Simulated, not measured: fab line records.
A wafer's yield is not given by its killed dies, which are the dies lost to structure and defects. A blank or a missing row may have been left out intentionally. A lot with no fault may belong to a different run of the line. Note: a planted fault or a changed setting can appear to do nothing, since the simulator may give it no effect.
A lot that was struck, set against a sound lot :: flow n5_finfet :: 11 steps out of a route of 1938
Sound: these wafers, L557.1, L557.3, L557.6. The struck wafers were L567.3, L567.4, L567.6. The cause is given at the end.
At each step with rows: each side's tool, then ch and its chambers, then its first start. Under that, the readings that differ: sound wafers :: struck wafers :: difference of the means :: sigmas: that difference in standard deviations of wafers without a fault.
alike: same words and numbers on both sides, and readings whose means sit less than 2 such deviations apart. not compared: any withheld reading, any reading some wafer has no value for, any bound like >300 that may hide the same value, and any number with overlapping values for which the record gives no deviation.
A row with sigmas, a row that says differs or no value, or rows on one side alone: a step with any of these is where the two part. When numbers do not overlap yet have no deviation, they are printed without sigmas and do not part them. A reading that every wafer of one side lacks parts them only if that side has two wafers or more.

N5_START_INSPECT_01: inspects for defects (unpatterned scan).
  sound: defect_inspect-01 at day 2 18:02; struck: defect_inspect-01 at day 5 06:02
  alike: raw_defect_count
then, 2 steps without rows for these wafers: N5_ZERO_LAYER_PRECLEAN_00 (cleans in SPM, time 600 s); N5_ZERO_LAYER_SRD_01 (time 30 s, dry time 30 s).
N5_ZERO_LAYER_PECVD_02: deposits SiO2 from SiH4/N2O, target thk 10 nm, time 6 s.
  sound on pecvd-02 ch 1, day 2 18:17; struck on pecvd-01 ch 0,2, day 5 06:17
  alike: heater_power_w, showerhead_plenum_p_Torr, susceptor_temp_C
then, 5 steps without rows for these wafers: N5_ZERO_LAYER_HMDS_04 (time 60 s); N5_ZERO_LAYER_COAT_05 (resist thk 1000 nm); N5_ZERO_LAYER_EBR_07; N5_ZERO_LAYER_SOFTBAKE_06 (time 90 s); N5_ZERO_LAYER_EXPOSE_08 (exposes mask ZERO, defocus 0 nm, target cd 2000 nm).
N5_ZERO_LAYER_PEB_09:
  sound on litho_track-04 ch 0, day 2 18:40; struck on litho_track-04, day 5 06:39
reading: exhaust_pa (Pa)
sound: 44.8 44.1 44.8
struck: - - -
difference: no value on the struck wafers
sigmas: 
  not compared: chill_plate_temp_C
then, 1 step without rows for these wafers: N5_ZERO_LAYER_DEVELOP_10 (develop time 60 s).

== WHERE THEY PART ==
Only at N5_ZERO_LAYER_PEB_09, as far as this record shows.

WHY: whatever the simulator had introduced
Step skipped in full: litho_track-04, at N5_ZERO_LAYER_PEB_09, from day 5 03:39 onward. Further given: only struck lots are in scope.
